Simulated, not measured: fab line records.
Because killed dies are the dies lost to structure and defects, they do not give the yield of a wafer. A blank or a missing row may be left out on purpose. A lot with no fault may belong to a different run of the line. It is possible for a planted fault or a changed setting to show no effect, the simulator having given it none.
2 desks, one fault + flow n5Finfet + each desk holds nothing but its own numbers, with what lay behind them at the end

THE TOOL OWNER'S DESK: pecvd-02
The tool's own readings at N5_ZERO_LAYER_PECVD_02 (deposits SiO2 from SiH4/N2O, target thk 10 nm, time 6 s): means of the sampled wafers that have a number, for each lot that ran on this tool. A lot is out of limits, marked OUT, if its mean lies more than 4 standard deviations from the usual mean; the brackets give that distance.
Columns: A = heaterPowerOuterW at N5_ZERO_LAYER_PECVD_02, usual 463 W; B = heaterPowerW at N5_ZERO_LAYER_PECVD_02, usual 785 W; C = rfFwdPowerW at N5_ZERO_LAYER_PECVD_02, usual 273.1 W; D = showerheadPlenumPTorr at N5_ZERO_LAYER_PECVD_02, usual 8.14 Torr
| lot  | first seen here | A   | B   | C     | D    |
|------|-----------------|-----|-----|-------|------|
| L612 | day 2 06:19     | 429 | 732 | 273.6 | 8.19 |
| L613 | day 2 12:17     | 439 | 758 | 272.4 | 8.17 |
| L614 | day 2 18:17     | 430 | 755 | 273.6 | 8.20 |
| L627 | day 6 00:17     | 478 | 825 | 273.2 | 8.18 |
| L629 | day 6 12:17     | 455 | 761 | 273.5 | 8.19 |
This desk's finding: nothing out of limits on any of the 5 lots.

AT THE METROLOGY DESK
Lot by lot, what the gauges showed, no matter which tool ran the lot: averages of those sampled wafers that carry a number. A lot is out of limits, marked OUT, if its mean lies more than 4 standard deviations from the usual mean; the brackets give that distance. Only the readings that lie furthest out on some lot appear, 7 of the 12 it has.
Columns: A = CJ_N at N5_BEOL_M4_RC_MEAS_101, usual 4.35; B = DIBL_P at N5_BEOL_M4_RC_MEAS_101, usual 36.2 mV/V; C = IOFF_N at N5_BEOL_M4_RC_MEAS_101, usual 0.154 nA/um; D = ION_N at N5_BEOL_M4_RC_MEAS_101, usual 675 uA/um; E = RS_PWELL at N5_BEOL_M4_RC_MEAS_101, usual 3012 ohm/sq; F = SS_N at N5_BEOL_M4_RC_MEAS_101, usual 71.4 mV/dec; G = VT_N at N5_BEOL_M4_RC_MEAS_101, usual 250.2 mV
| lot  | first seen here | A    | B    | C     | D   | E    | F    | G     |
|------|-----------------|------|------|-------|-----|------|------|-------|
| L613 | day 10 23:41    | 4.22 | 37.5 | 0.166 | 679 | 3013 | 71.7 | 249.6 |
| L612 | day 11 04:26    | 4.44 | 34.3 | 0.132 | 673 | 2992 | 70.7 | 252.4 |
| L614 | day 11 22:34    | 4.22 | 38.7 | 0.166 | 681 | 2997 | 71.4 | 249.8 |
| L615 | day 12 00:50    | 4.41 | 36.2 | 0.145 | 673 | 3033 | 71.3 | 250.2 |
| L624 | day 13 22:02    | 4.36 | 35.4 | 0.145 | 667 | 3001 | 70.9 | 248.8 |
| L626 | day 14 18:20    | 4.27 | 34.5 | 0.132 | 662 | 2977 | 71.0 | 252.2 |
| L627 | day 15 03:25    | 4.39 | 37.4 | 0.191 | 683 | 3035 | 71.9 | 248.1 |
| L628 | day 15 04:00    | 4.44 | 33.5 | 0.128 | 668 | 3033 | 70.7 | 255.1 |
| L629 | day 15 06:22    | 4.45 | 37.1 | 0.174 | 675 | 3009 | 71.4 | 247.9 |
| L632 | day 15 11:02    | 4.46 | 37.1 | 0.162 | 673 | 3025 | 71.7 | 251.0 |
This desk's finding: nothing out of limits on any of the 10 lots.

BROUGHT TOGETHER
The desk of the tool owner found nothing out of limits.
At the metrology desk, nothing out of limits was observed.

WHAT THE SIMULATOR HAD INSERTED
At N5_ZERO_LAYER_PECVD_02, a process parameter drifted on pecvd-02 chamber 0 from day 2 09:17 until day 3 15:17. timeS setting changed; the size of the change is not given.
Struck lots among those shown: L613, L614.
